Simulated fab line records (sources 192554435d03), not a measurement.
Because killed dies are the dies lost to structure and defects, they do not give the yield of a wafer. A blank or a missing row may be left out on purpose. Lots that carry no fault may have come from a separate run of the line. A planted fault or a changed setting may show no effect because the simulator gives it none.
Chamber matching ; flow n5_finfet ; 3 sister chambers for N5_BEOL_M9_DEP_56 on pecvd-02
The step deposits SiCN from 3MS/NH3, target thk 15 nm, time 26.5 s. 6 wafers are shown with their chamber, then 7 later ones without.

WAFERS PAIRED WITH THEIR CHAMBERS
wafer;chamber;throttle_valve_pct (%);showerhead_plenum_p_Torr (Torr)
L082.4;2;8.4;3.654
L086.1;2;8.5;3.664
L086.2;0;9.2;3.665
L086.3;1;9.1;3.668
L087.1;0;9.1;3.667
L087.2;1;8.7;3.664

WAFERS MISSING THEIR CHAMBER
wafer;throttle_valve_pct (%);showerhead_plenum_p_Torr (Torr)
L087.5;8.5;3.658
L088.1;9.1;3.658
L088.4;8.5;3.658
L088.5;9.5;3.652
L096.1;9.2;3.658
L096.3;9.3;3.655
L096.4;9.2;3.660

EACH ONE'S CHAMBER
wafer;from the rows above;in truth
L087.5;2;2
L088.1;can't be placed: 0 or 1 or 2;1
L088.4;2;2
L088.5;can't be placed: 0 or 1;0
L096.1;can't be placed: 0 or 1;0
L096.3;can't be placed: 0 or 1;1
L096.4;can't be placed: 0 or 1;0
Correctly placed: 2 of 7. Not placeable from these rows: 5 (in 5, the candidates include the true chamber). Number placed wrongly: 0.
How it was worked out, from the rows above alone: a wafer's distance from a chamber is the root of the sum, over the readings, of the square of ((its reading less the chamber's mean) divided by the reading's scatter). The wafer belongs to the nearest chamber; if the next one is less than 2 further off, it can't be placed. A chamber's mean is the mean of its shown wafers. How the scatter is found: for the shown wafers, subtract from each reading the mean of its chamber, square and add these, divide the total by (wafers less chambers), then take the root.
